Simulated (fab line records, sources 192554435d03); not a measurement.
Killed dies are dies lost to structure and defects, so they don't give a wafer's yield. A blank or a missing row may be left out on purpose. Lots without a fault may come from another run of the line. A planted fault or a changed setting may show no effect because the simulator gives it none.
Chamber matching | flow n5_finfet | N5_GATE_CUT_ETCH_36 on rie_diel-03: 4 sister chambers
The step etches SiARC in CF4, target depth 13 nm, time 21.7 s. 4 wafers are shown with their chamber, then 7 later ones without.

WAFERS WITH THEIR CHAMBER
wafer  | chamber | throttle_valve_pct (%)
L078.4 | 3       | 15.45
L082.5 | 1       | 16.03
L085.1 | 2       | 15.31
L085.2 | 0       | 15.20

WAFERS WITHOUT THEIR CHAMBER
wafer  | throttle_valve_pct (%)
L085.3 | 16.00
L088.3 | 15.21
L088.5 | 15.21
L088.6 | 15.45
L094.2 | 15.33
L094.3 | 15.49
L094.4 | 15.21

WHICH CHAMBER EACH WENT THROUGH
wafer  | from the rows above | in truth
L085.3 | 1                   | 1
L088.3 | 0                   | 0
L088.5 | 0                   | 0
L088.6 | 3                   | 3
L094.2 | 2                   | 2
L094.3 | 3                   | 3
L094.4 | 0                   | 0
Placed correctly: 7 of 7. Can't be placed from these rows: 0. Placed wrongly: 0.
How it was worked out, from the rows above alone: a wafer's distance from a chamber is the root of the sum, over the readings, of the square of ((its reading less the chamber's mean) divided by the reading's scatter). The wafer belongs to the nearest chamber; if the next one is less than 2 further off, it can't be placed. A chamber's mean is the mean of its shown wafers. The scatter: with one shown wafer a chamber, the root of the mean of the squares of how far each hidden wafer lies from its nearest shown one.
